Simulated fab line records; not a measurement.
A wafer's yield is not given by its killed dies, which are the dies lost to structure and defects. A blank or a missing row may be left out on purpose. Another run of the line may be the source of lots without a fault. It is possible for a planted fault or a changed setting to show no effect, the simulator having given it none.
Which of the tools did it? -- flow n5 finfet -- Sampling: 12 lots, 35 wafers, 2 of 1938 route steps

## WHAT EACH GAUGE READ, for each wafer
N5_BEOL_M15_OVL_MEAS_11.
lot,measured,on,V14_OVL (nm)
L550,day 12 04:48,overlay-02,2 0 -1
L549,day 12 07:35,overlay-01,-2 4 4
L553,day 12 20:39,overlay-02,11 1 0
L551,day 13 00:25,overlay-02,1 -2 2
L554,day 13 05:52,overlay-02,-2 2 0
L556,day 13 22:44,overlay-01,0 -4 0
L557,day 14 07:25,overlay-02,0 -3
L559,day 14 07:34,overlay-01,7 2 5
L558,day 14 10:29,overlay-01,-2 -6 -6
L567,day 17 00:38,overlay-02,-5 4 -5
L568,day 17 02:57,overlay-01,-4 5 3
L570,day 17 16:15,overlay-01,-8 -6 2

N5_BEOL_M15_INSPECT_12: inspects for defects (macro).
lot,measured,on,raw defect count
L550,day 12 04:49,defect inspect-01,2 4 1
L549,day 12 07:37,defect inspect-02,3 0 5
L553,day 12 20:41,defect inspect-02,2 3 2
L551,day 13 00:26,defect inspect-02,1 1 2
L554,day 13 05:53,defect inspect-01,4 1 0
L556,day 13 22:45,defect inspect-02,2 0 2
L557,day 14 07:26,defect inspect-02,1 2
L559,day 14 07:49,defect inspect-02,1 4 1
L558,day 14 10:31,defect inspect-02,0 1 1
L567,day 17 00:40,defect inspect-01,0 1 4
L568,day 17 02:58,defect inspect-01,4 3 1
L570,day 17 16:17,defect inspect-02,1 0 1

## EACH LOT AND THE TOOL THAT RAN IT (in order: tool; ch and the chambers of the sampled wafers; start)
Record: no process step prior to these readings.

## AS READ BY THE TOOLS THEMSELVES (means over the sampled wafers that have a number; for cases with no such wafer, the mark the record gives instead)
The record holds no such reading with a usual standard deviation.

## THE ANSWER, worked out from the rows above alone
Rule: usual is defined by the lots themselves. Put in order of their means at a reading, lots are off if they are a third of the lots or fewer, leave a main group of 4 or more, and stand apart from it by a gap of 3 or more times the standard deviation of the main group's means; of several such gaps the widest counts. The tables above print the reading to a certain number of digits; a main group whose means all agree to those digits is not used. A lot without any number at a reading at which 4 lots or more have one is off too. All remaining lots with rows at the step are treated as sound. First the gauges in route order, then the tools' own readings, where a lot's mean is used as printed above. The first step at which some lot is off is used, and at that step the reading that is off furthest; a lot without a number counts as furthest.
Nothing can be told from this: no lot is off at any reading shown.

## WHAT WAS PUT IN BY THE SIMULATOR
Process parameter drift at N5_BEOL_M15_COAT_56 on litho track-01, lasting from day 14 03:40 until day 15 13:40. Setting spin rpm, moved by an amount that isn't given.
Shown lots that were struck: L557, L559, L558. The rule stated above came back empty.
